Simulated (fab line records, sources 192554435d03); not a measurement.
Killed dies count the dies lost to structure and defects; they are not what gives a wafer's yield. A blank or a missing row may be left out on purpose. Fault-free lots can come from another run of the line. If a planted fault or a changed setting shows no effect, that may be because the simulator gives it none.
What tool caused it? | flow n5_finfet | route of 1938 steps, sampled at 1 step: 15 lots, 42 wafers

## WHAT THE GAUGES SHOWED, per wafer
N5_BEOL_M13_OVL_MEAS_11.
lot  | measured     | on         | V12_OVL (nm)
L516 | day 13 06:58 | overlay-02 | 5 5
L519 | day 13 20:37 | overlay-01 | 1 0 -1
L523 | day 14 04:49 | overlay-02 | -1 2 7
L522 | day 14 09:07 | overlay-02 | -6 -7 -7
L520 | day 14 16:17 | overlay-01 | -2 6 9
L528 | day 15 21:39 | overlay-01 | -1 8 6
L527 | day 16 04:11 | overlay-01 | 2 5 -4
L529 | day 16 10:58 | overlay-01 | 2 8
L526 | day 16 13:22 | overlay-02 | 6 8 0
L533 | day 17 12:55 | overlay-02 | 7 4
L534 | day 18 10:02 | overlay-01 | -7 1 -3
L530 | day 18 15:48 | overlay-01 | 7 -2 9
L536 | day 18 17:21 | overlay-01 | 6 1 0
L537 | day 18 20:11 | overlay-02 | 10 0 8
L535 | day 19 17:31 | overlay-01 | 1 2 8

## EACH LOT AND THE TOOL THAT RAN IT (in order: tool; ch and the chambers of the sampled wafers; start)
No process step before these readings appears in the record.

## WHAT THE TOOLS THEMSELVES READ (means of the sampled wafers that have a number; where no wafer has one, the mark that the record gives instead)
The record holds no such reading with a usual standard deviation.

## THE ANSWER, worked out from the rows above alone
Rule: the usual values come from the lots themselves. Put in order of their means at a reading, lots are off if they are a third of the lots or fewer, leave a main group of 4 or more, and stand apart from it by a gap of 3 or more times the standard deviation of the main group's means; of several such gaps the widest counts. A main group is skipped when, at the precision printed for the reading in the tables above, its means are all equal. Also off: a lot with no number at a reading for which 4 or more lots have one. Where the step has rows for the other lots, those lots are counted as sound. The gauges are gone through in route order, then the tools' own readings, and for those a lot's mean is taken as printed above. The first step at which some lot is off is used, and at that step the reading that is off furthest; a lot without a number counts as furthest.
Nothing can be told from this: no lot is off at any reading shown.

## WHAT THE SIMULATOR HAD PUT IN
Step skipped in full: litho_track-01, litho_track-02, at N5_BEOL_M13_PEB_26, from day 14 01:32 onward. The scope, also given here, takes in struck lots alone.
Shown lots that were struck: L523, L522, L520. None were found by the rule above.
